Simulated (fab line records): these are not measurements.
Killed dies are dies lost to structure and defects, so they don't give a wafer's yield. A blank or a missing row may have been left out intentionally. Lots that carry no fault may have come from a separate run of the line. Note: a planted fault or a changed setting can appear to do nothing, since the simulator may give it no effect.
Matching of chambers    flow n5Finfet    N5_BEOL_M0_SAQP_STRIP_75 on rieDiel-06: 4 sister chambers
The step strips in CF4. 22 wafers are shown with their chamber, then 11 later ones without.

WAFERS, EACH WITH ITS CHAMBER
wafer   chamber  drypumpMotorCurrentA (A)  showerheadPlenumPTorr (Torr)  throttleValvePct (%)
L075.3  1        5.4                       1.81                          13.11
L075.4  0        5.9                       1.86                          13.79
L075.5  1        5.4                       1.81                          13.12
L078.1  3        5.2                       1.72                          13.52
L078.2  2        6.2                       1.75                          13.52
L078.4  0        5.9                       1.86                          13.82
L079.1  0        5.9                       1.85                          13.80
L079.3  3        5.2                       1.72                          13.52
L079.4  2        6.1                       1.75                          13.50
L080.1  1        5.4                       1.81                          13.16
L080.2  0        5.9                       1.85                          13.81
L080.5  0        5.9                       1.85                          13.82
L083.3  3        5.2                       1.72                          13.55
L083.5  1        5.4                       1.81                          13.17
L083.6  2        6.1                       1.75                          13.53
L087.1  3        5.2                       1.71                          13.56
L087.5  3        5.2                       1.71                          13.55
L087.6  0        5.9                       1.85                          13.85
L090.1  0        5.9                       1.85                          13.87
L090.4  2        6.1                       1.74                          13.55
L090.5  3        5.2                       1.71                          13.56
L091.2  2        6.1                       1.74                          13.55

SIGNATURES, as means of the wafers listed above
reading                chamber 0  chamber 1  chamber 2  chamber 3  scatter within a chamber
drypumpMotorCurrentA   5.900      5.400      6.120      5.200      0.0211
showerheadPlenumPTorr  1.8529     1.8100     1.7460     1.7150     0.00479
throttleValvePct       13.8229    13.1400    13.5300    13.5433    0.0246
Rule: distance of a wafer from a chamber = root of the sum over the readings of ((wafer's reading minus chamber's mean) / reading's scatter) squared. The wafer belongs to the nearest chamber; if the next one is less than 2 further off, it can't be placed. The scatter is the square root of a quotient: the sum, over the shown wafers, of each reading's squared deviation from its chamber's mean, divided by wafers minus chambers.

WAFERS WHOSE CHAMBER IS MISSING
wafer   drypumpMotorCurrentA (A)  showerheadPlenumPTorr (Torr)  throttleValvePct (%)
L091.3  5.2                       1.71                          13.56
L091.5  6.1                       1.74                          13.55
L093.1  6.2                       1.74                          13.55
L093.2  5.9                       1.85                          13.87
L093.6  5.4                       1.80                          13.21
L094.3  5.9                       1.85                          13.86
L094.4  6.2                       1.74                          13.58
L094.6  5.2                       1.71                          13.59
L095.1  5.2                       1.71                          13.58
L095.5  5.4                       1.80                          13.20
L095.6  6.2                       1.74                          13.58

WHICH CHAMBER EACH ONE RAN IN
wafer   from the rows above  in truth
L091.3  3                    3
L091.5  2                    2
L093.1  2                    2
L093.2  0                    0
L093.6  1                    1
L094.3  0                    0
L094.4  2                    2
L094.6  3                    3
L095.1  3                    3
L095.5  1                    1
L095.6  2                    2
Correct placement for 11 of the 11. Number that these rows cannot place: 0. Number placed wrongly: 0.
